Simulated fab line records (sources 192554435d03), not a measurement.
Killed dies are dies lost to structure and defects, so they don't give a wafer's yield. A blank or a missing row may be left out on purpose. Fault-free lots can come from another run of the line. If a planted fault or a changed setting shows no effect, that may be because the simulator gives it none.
Lot-split experiment -- flow n5 finfet -- 7 lots, 21 wafers read, on a route of 1938 steps

== ON THE SPLIT ==
At N5_BEOL_M6_ETCH_62 (etches SOC in N2/H2, target depth 110 nm, overetch 22 nm, time 165 s), the setting time s was moved away from the recipe's 165 s on 8 of the 21 wafers read, by -17.5% to +20.8%. This setting was run at the recipe's value on the other wafers.

== FROM THE SPLIT TO THE READING: what the file shows between them, 2 steps ==
- N5_BEOL_M6_STRIP_68: strips in N2/H2
- N5_BEOL_M6_STRIP_67: strips in CF4

== THE READING ==
etch.depth nm (the simulator's own value, which no gauge read), in nm, at N5_BEOL_M6_HM_OPEN_17 (chemistry Cl2/BCl3, target TiN, target depth 20 nm, overetch 6 nm). The file gives no usual value for it. Here, 13 wafers ran the recipe; their average is 19.73 nm with a standard deviation of 0.35 nm.

wafer,"tool, chamber at the split","time s as run, s",against the recipe,"etch.depth nm, nm",against lot-mates on the recipe
L078.1,"rie diel-04, 1",149.9,-9.2%,20,no lot-mate on the recipe
L078.2,"rie diel-04, 2",149.9,-9.2%,19.52,no lot-mate on the recipe
L078.3,"rie diel-04, 3",149.9,-9.2%,19.96,no lot-mate on the recipe
L081.2,"rie diel-02, 3",165,recipe,19.57,-
L081.4,"rie diel-02, 0",165,recipe,19.86,-
L081.5,"rie diel-02, 1",165,recipe,19.43,-
L082.1,"rie diel-01, 3",192.9,+16.9%,16.62,-2.93
L082.5,"rie diel-01, 2",165,recipe,19.58,-
L082.6,"rie diel-01, 3",165,recipe,19.53,-
L087.1,"rie diel-02, 3",165,recipe,19.45,-
L087.3,"rie diel-02, 1",199.4,+20.8%,16.63,-3.01
L087.4,"rie diel-02, 2",165,recipe,19.83,-
L088.1,"rie diel-04, 1",136.1,-17.5%,19.82,+0.55
L088.4,"rie diel-04, 0",165,recipe,19.27,-
L088.6,"rie diel-04, 3",136.1,-17.5%,20,+0.73
L090.2,"rie diel-04, 3",165,recipe,19.8,-
L090.4,"rie diel-04, 0",181.7,+10.1%,18.44,-1.43
L090.5,"rie diel-04, 0",165,recipe,19.94,-
L097.1,"rie diel-02, 1",165,recipe,19.72,-
L097.5,"rie diel-02, 1",165,recipe,20.74,-
L097.6,"rie diel-02, 0",165,recipe,19.78,-

FIT RESULTS
A straight line over all 21 wafers: etch.depth nm changes by -0.0858 nm for each +1% of time s; r = -0.78; the points scatter about the line by 0.66 nm.
The same after taking each lot's own level away (the mean of its wafers on the recipe; 18 wafers): -0.102 nm for each +1%; r = -0.87; scatter 0.54 nm.
On that fit, the largest move of time s shifts the reading by 2.1 nm.
Across the lots, their own levels run from 19.270 to 20.080 nm, a range of 2.3 times the standard deviation given above.
So the lot-to-lot level blurs the effect unless lot-mates are compared.
Check: with one of the wafers moved furthest among these (+20.8%) left out of the fit, the line predicts -2.06 nm for it against its lot-mates. Against them it came out at -3.01 nm.

== THE WHOLE CHAIN: every reading that the file lists as answering this split, in the file's order ==
step,what it does,reading,change (the file's fit),r (the file's)
N5_BEOL_M6_ETCH_62,"etches SOC in N2/H2, target depth 110 nm, overetch 22 nm, time 165 s","SiARC_of_BEOL_M6_COAT_60.thk nm (the simulator's own value, which no gauge read)",-0.087 nm for each +1% of the setting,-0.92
N5_BEOL_M6_HM_OPEN_17,"chemistry Cl2/BCl3, target TiN, target depth 20 nm, overetch 6 nm","etch.depth nm (the simulator's own value, which no gauge read)",-0.122 nm for each +1% of the setting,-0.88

== FILE'S OWN FIT ==
etch.depth nm changes by -0.122 nm for each +1% of time s, r = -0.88.
